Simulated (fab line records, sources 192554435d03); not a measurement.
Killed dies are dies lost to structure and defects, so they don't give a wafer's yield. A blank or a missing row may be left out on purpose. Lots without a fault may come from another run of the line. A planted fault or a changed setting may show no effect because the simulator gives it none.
Which tool did it? | flow n5_finfet | 24 lots, 72 wafers sampled, at 1 step of a route of 1938

WHAT THE GAUGES READ, wafer by wafer
N5_BEOL_M2_CD_MEAS_18: pitch 36 nm, target cd 18 nm.
lot  | measured     | on        | cd_nm (nm)
L074 | day 6 17:22  | cd_sem-03 | 18.18 17.94 17.73
L075 | day 6 20:39  | cd_sem-02 | 18.27 18.31 18.22
L076 | day 7 05:46  | cd_sem-02 | 18.02 18.02 17.94
L077 | day 7 09:27  | cd_sem-03 | 18.37 18.22 18.26
L078 | day 7 16:10  | cd_sem-03 | 17.88 18.50 18.27
L079 | day 7 18:17  | cd_sem-01 | 18.35 17.78 17.96
L080 | day 8 00:54  | cd_sem-02 | 18.24 18.42 18.21
L082 | day 8 06:08  | cd_sem-03 | 17.81 17.79 17.94
L081 | day 8 13:06  | cd_sem-01 | 17.71 17.89 18.29
L083 | day 8 14:29  | cd_sem-02 | 17.50 18.07 18.36
L084 | day 9 01:06  | cd_sem-02 | 18.22 17.89 17.91
L085 | day 11 15:53 | cd_sem-01 | 18.22 18.07 18.74
L088 | day 11 16:10 | cd_sem-03 | 18.04 17.88 18.31
L095 | day 11 17:01 | cd_sem-01 | 18.05 17.88 18.01
L094 | day 11 20:01 | cd_sem-02 | 17.45 18.25 17.70
L089 | day 11 20:22 | cd_sem-02 | 18.21 18.00 18.65
L090 | day 11 20:38 | cd_sem-03 | 17.75 18.07 17.81
L091 | day 12 00:01 | cd_sem-03 | 17.69 17.42 17.91
L092 | day 12 00:03 | cd_sem-02 | 18.12 18.36 18.43
L087 | day 12 00:09 | cd_sem-03 | 17.62 17.72 17.95
L093 | day 12 03:15 | cd_sem-02 | 18.41 18.24 18.00
L086 | day 12 04:29 | cd_sem-01 | 18.02 18.00 17.78
L096 | day 12 04:41 | cd_sem-02 | 18.63 17.76 17.67
L097 | day 12 23:44 | cd_sem-02 | 18.15 18.14 17.89

WHICH TOOL RAN EACH LOT (tool, then ch and the chambers of the sampled wafers, then the start)
The record holds no process step before these readings.

WHAT THE TOOLS THEMSELVES READ (means of the sampled wafers that have a number; where no wafer has one, the mark that the record gives instead)
The record holds no such reading with a usual standard deviation.

THE ANSWER, worked out from the rows above alone
Rule: what is usual is taken from the lots themselves. Put in order of their means at a reading, lots are off if they are a third of the lots or fewer, leave a main group of 4 or more, and stand apart from it by a gap of 3 or more times the standard deviation of the main group's means; of several such gaps the widest counts. A main group whose means are all the same, to the digits that the tables above print for the reading, isn't used. A lot without any number at a reading at which 4 lots or more have one is off too. The other lots that the step has rows for count as sound. The gauges are gone through in route order, then the tools' own readings, and for those a lot's mean is taken as printed above. The first step at which some lot is off is used, and at that step the reading that is off furthest; a lot without a number counts as furthest.
No lot is off at any reading shown: from this, nothing can be told.

WHAT THE SIMULATOR HAD PUT IN
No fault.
